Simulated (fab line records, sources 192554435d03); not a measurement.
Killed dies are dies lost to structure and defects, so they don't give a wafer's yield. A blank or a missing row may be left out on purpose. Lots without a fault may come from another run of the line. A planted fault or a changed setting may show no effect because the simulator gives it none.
Split-lot experiment | flow n5_finfet | 7 lots, 21 wafers read, on a route of 1938 steps

THE SPLIT
At N5_SD_EPI_P_EPI_21 (deposits SiGe:B, time 355 s), the setting time_s was moved away from the recipe's 355 s on 4 of the 21 wafers read, by -11.5% to +7.3%. The other wafers ran this setting at the recipe's value.

FROM THE SPLIT TO THE READING: what the file shows between them, 5 steps
- N5_SD_EPI_P_HM_STRIP_48: strips SiNx in H3PO4, material SiNx, target depth 3 nm
- N5_SD_EPI_P_SRD_49: time 30 s
- N5_SD_EPI_P_PRECLEAN_24: cleans in O3/DIW, time 45 s
- N5_SD_ACTIVATION_RTA_00: time 0 s
- N5_SD_ACTIVATION_LSA_01: time 0.0008 s

THE READING
RS_SD_P, in ohm/sq, at N5_SD_ACTIVATION_RS_MEAS_03 (measures by four-point-probe). Fault-free wafers of this fab line usually give 56.0 ohm/sq, standard deviation 0.99 ohm/sq.

wafer  | tool, chamber at the split | time_s as run, s | against the recipe | RS_SD_P, ohm/sq | against lot-mates on the recipe
L077.2 | epi_rpcvd-02, 0            | 355              | recipe             | 54.4            | -
L077.3 | epi_rpcvd-02, 0            | 355              | recipe             | 54.5            | -
L077.4 | epi_rpcvd-02, 0            | 355              | recipe             | 54.9            | -
L080.2 | epi_rpcvd-01, 0            | 355              | recipe             | 57.0            | -
L080.4 | epi_rpcvd-01, 0            | 355              | recipe             | 55.3            | -
L080.5 | epi_rpcvd-01, 0            | 355              | recipe             | 55.8            | -
L084.1 | epi_rpcvd-02, 0            | 314.1            | -11.5%             | 59.4            | +4.7
L084.2 | epi_rpcvd-02, 0            | 314.1            | -11.5%             | 59.4            | +4.7
L084.4 | epi_rpcvd-02, 0            | 355              | recipe             | 54.7            | -
L085.2 | epi_rpcvd-02, 0            | 355              | recipe             | 54.9            | -
L085.4 | epi_rpcvd-02, 0            | 355              | recipe             | 55.5            | -
L085.5 | epi_rpcvd-02, 0            | 328.2            | -7.5%              | 57.7            | +2.5
L087.2 | epi_rpcvd-03, 0            | 355              | recipe             | 54.1            | -
L087.3 | epi_rpcvd-03, 0            | 380.9            | +7.3%              | 52.1            | -1.9
L087.5 | epi_rpcvd-03, 0            | 355              | recipe             | 53.8            | -
L090.2 | epi_rpcvd-01, 0            | 355              | recipe             | 55.4            | -
L090.3 | epi_rpcvd-01, 0            | 355              | recipe             | 54.6            | -
L090.5 | epi_rpcvd-01, 0            | 355              | recipe             | 54.8            | -
L091.1 | epi_rpcvd-02, 0            | 355              | recipe             | 56.3            | -
L091.4 | epi_rpcvd-02, 0            | 355              | recipe             | 57.3            | -
L091.6 | epi_rpcvd-02, 0            | 355              | recipe             | 56.3            | -

THE FIT
A straight line over all 21 wafers: RS_SD_P changes by -0.367 ohm/sq for each +1% of time_s; r = -0.86; the points scatter about the line by 0.92 ohm/sq.
The same after taking each lot's own level away (the mean of its wafers on the recipe; 21 wafers): -0.37 ohm/sq for each +1%; r = -0.96; scatter 0.46 ohm/sq.
On that fit, the largest move of time_s shifts the reading by 4.3 ohm/sq.
The lots' own levels span 53.95 to 56.63 ohm/sq, that is 2.7 times the standard deviation above.
So the lot-to-lot level changes the slope little: the two slopes agree.
Check: with one of the wafers moved furthest among these (-11.5%) left out of the fit, the line predicts +4.13 ohm/sq for it against its lot-mates. It came out at +4.7 ohm/sq against them.

THE WHOLE CHAIN: every reading that the file lists as answering this split, in the file's order
step                        | what it does                                           | reading                                                                           | change (the file's fit)               | r (the file's)
N5_SD_EPI_P_EPI_21          | deposits SiGe:B, time 355 s                            | SiGe-B_of_SD_EPI_P_EPI_21.thk_nm (the simulator's own value, which no gauge read) | +0.376 nm for each +1% of the setting | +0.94
N5_SD_EPI_P_HM_STRIP_48     | strips SiNx in H3PO4, material SiNx, target depth 3 nm | SiGe-B_of_SD_EPI_P_EPI_21.thk_nm (the simulator's own value, which no gauge read) | +0.373 nm for each +1% of the setting | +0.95
N5_SD_ACTIVATION_RS_MEAS_03 | measures by four-point-probe                           | RS_SD_P                                                                           | -0.356 for each +1% of the setting    | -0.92

THE FILE'S OWN FIT
RS_SD_P changes by -0.356 ohm/sq for each +1% of time_s, r = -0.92.
